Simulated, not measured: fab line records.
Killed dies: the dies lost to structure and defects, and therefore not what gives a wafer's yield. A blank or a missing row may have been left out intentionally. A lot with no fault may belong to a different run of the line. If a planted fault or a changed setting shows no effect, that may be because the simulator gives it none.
Split-lot study | flow n5 finfet | route with 1938 steps; 7 lots, 21 wafers read

## THE SPLIT
At N5_BEOL_M9_COAT_05 (resist thk 90 nm), the setting spin rpm was moved away from the recipe's 1500 rpm on 9 of the 21 wafers read, by -9.1% to +9.5%. The other wafers ran this setting at the recipe's value.

The reading comes from the split's own step.

## THE READING
CAR-ArF_of_BEOL_M9_COAT_05.thk nm (the simulator's own value, which no gauge read), in nm, at N5_BEOL_M9_COAT_05 (resist thk 90 nm). The file does not state a usual value for it. Average 90.1 nm, standard deviation 0.23 nm, over the 12 wafers here run with the recipe.

wafer  | tool, chamber at the split | spin rpm as run, rpm | against the recipe | CAR-ArF_of_BEOL_M9_COAT_05.thk nm, nm | against lot-mates on the recipe
L078.4 | litho track-04, 0          | 1642                 | +9.5%              | 86.4                                  | -4.0
L078.5 | litho track-04, 0          | 1642                 | +9.5%              | 86.4                                  | -4.0
L078.6 | litho track-04, 0          | 1500                 | recipe             | 90.4                                  | -
L082.3 | litho track-02, 0          | 1363                 | -9.1%              | 94.6                                  | +4.4
L082.5 | litho track-02, 0          | 1363                 | -9.1%              | 94.6                                  | +4.4
L082.4 | litho track-02, 0          | 1500                 | recipe             | 90.2                                  | -
L085.2 | litho track-05, 0          | 1452                 | -3.2%              | 91.4                                  | +1.4
L085.3 | litho track-05, 0          | 1500                 | recipe             | 90                                    | -
L085.5 | litho track-05, 0          | 1500                 | recipe             | 90                                    | -
L088.2 | litho track-02, 0          | 1500                 | recipe             | 90.4                                  | -
L088.3 | litho track-02, 0          | 1500                 | recipe             | 90.4                                  | -
L088.6 | litho track-02, 0          | 1500                 | recipe             | 89.8                                  | -
L089.1 | litho track-05, 0          | 1500                 | recipe             | 90.4                                  | -
L089.2 | litho track-05, 0          | 1638                 | +9.2%              | 86.4                                  | -4.0
L089.5 | litho track-05, 0          | 1638                 | +9.2%              | 86.4                                  | -4.0
L091.1 | litho track-04, 0          | 1500                 | recipe             | 90                                    | -
L091.5 | litho track-04, 0          | 1500                 | recipe             | 90                                    | -
L091.3 | litho track-04, 0          | 1500                 | recipe             | 90.4                                  | -
L093.2 | litho track-02, 0          | 1595                 | +6.3%              | 87.4                                  | -2.4
L093.5 | litho track-02, 0          | 1595                 | +6.3%              | 87.4                                  | -2.4
L093.6 | litho track-02, 0          | 1500                 | recipe             | 89.8                                  | -

FIT RESULTS
A straight line over all 21 wafers: CAR-ArF_of_BEOL_M9_COAT_05.thk nm changes by -0.434 nm for each +1% of spin rpm; r = -0.99; the points scatter about the line by 0.26 nm.
The same after taking each lot's own level away (the mean of its wafers on the recipe; 21 wafers): -0.441 nm for each +1%; r = -1.00; scatter 0.21 nm.
That fit puts the effect of the largest move of spin rpm on the reading at 4.2 nm.
Across the lots, their own levels run from 89.80 to 90.40 nm, a range of 2.6 times the standard deviation given above.
So the lot-to-lot level changes the slope little: the two slopes agree.
Check: -4.1 nm against its lot-mates is what the line predicts for one of the wafers moved furthest among these (+9.5%) when that wafer is left out of the fit. It came out at -4 nm against them.

## OTHER SPLITS ON THESE WAFERS
Note: prior to the reading, these wafers also went through further splits. Each is held against what the fit with the lots' levels taken away leaves over:
other split on the same wafers | wafers away from the commonest value | r with CAR-ArF_of_BEOL_M9_COAT_05.thk nm (lot level and that fit taken away)
N5_BEOL_M6_DESCUM_33 time s    | 7                                    | -0.33
N5_BEOL_M7_ETCH_61 source w    | 5                                    | +0.15
N5_BEOL_M8_ILD_DEP_00 time s   | 3                                    | -0.07

## FILE'S OWN FIT
CAR-ArF_of_BEOL_M9_COAT_05.thk nm changes by -0.437 nm for each +1% of spin rpm, r = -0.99.
